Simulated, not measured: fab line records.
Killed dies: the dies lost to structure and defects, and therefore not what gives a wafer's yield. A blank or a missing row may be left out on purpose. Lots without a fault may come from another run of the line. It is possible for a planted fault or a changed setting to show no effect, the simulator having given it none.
Matching of chambers :: flow n5-finfet :: cmp-03 running N5_SDB_CMP_30: 4 sister chambers
The step polishes, stops on poly-Si, t overpolish 1.54 s, target thk 30 nm. 4 wafers are shown with their chamber, then 8 later ones without.

## WAFERS, EACH WITH ITS CHAMBER
wafer: L086.2
chamber: 0
motor-current-A (A): 11.0

wafer: L093.1
chamber: 2
motor-current-A (A): 12.1

wafer: L093.6
chamber: 3
motor-current-A (A): 9.5

wafer: L094.3
chamber: 1
motor-current-A (A): 12.2

## WAFERS WITHOUT THEIR CHAMBER
wafer: L094.5
motor-current-A (A): 11.4

wafer: L094.6
motor-current-A (A): 9.6

wafer: L095.3
motor-current-A (A): 13.0

wafer: L095.5
motor-current-A (A): 10.0

wafer: L095.6
motor-current-A (A): 11.2

wafer: L096.1
motor-current-A (A): 13.0

wafer: L096.4
motor-current-A (A): 11.5

wafer: L096.5
motor-current-A (A): 12.0

## WHICH CHAMBER EACH WENT THROUGH
wafer: L094.5
from the rows above: can't be placed: 0 or 2 or 1
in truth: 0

wafer: L094.6
from the rows above: 3
in truth: 3

wafer: L095.3
from the rows above: can't be placed: 1 or 2
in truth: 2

wafer: L095.5
from the rows above: can't be placed: 3 or 0
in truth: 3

wafer: L095.6
from the rows above: can't be placed: 0 or 2 or 1
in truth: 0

wafer: L096.1
from the rows above: can't be placed: 1 or 2
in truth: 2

wafer: L096.4
from the rows above: can't be placed: 0 or 2 or 1
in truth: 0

wafer: L096.5
from the rows above: can't be placed: 2 or 1 or 0
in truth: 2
Correctly placed: 1 of 8. Can't be placed from these rows: 7 (the true chamber is among the candidates in 7). 0 placed wrongly.
How it was worked out, from the rows above alone: a wafer's distance from a chamber is the root of the sum, over the readings, of the square of ((its reading less the chamber's mean) divided by the reading's scatter). If the next closest chamber is less than 2 further off than the closest, the wafer can't be placed; otherwise it belongs to the closest. The mean given for a chamber averages the wafers shown for that chamber. The scatter (one wafer shown for each chamber): square how far every hidden wafer sits from the nearest shown wafer, average those squares and take the square root.
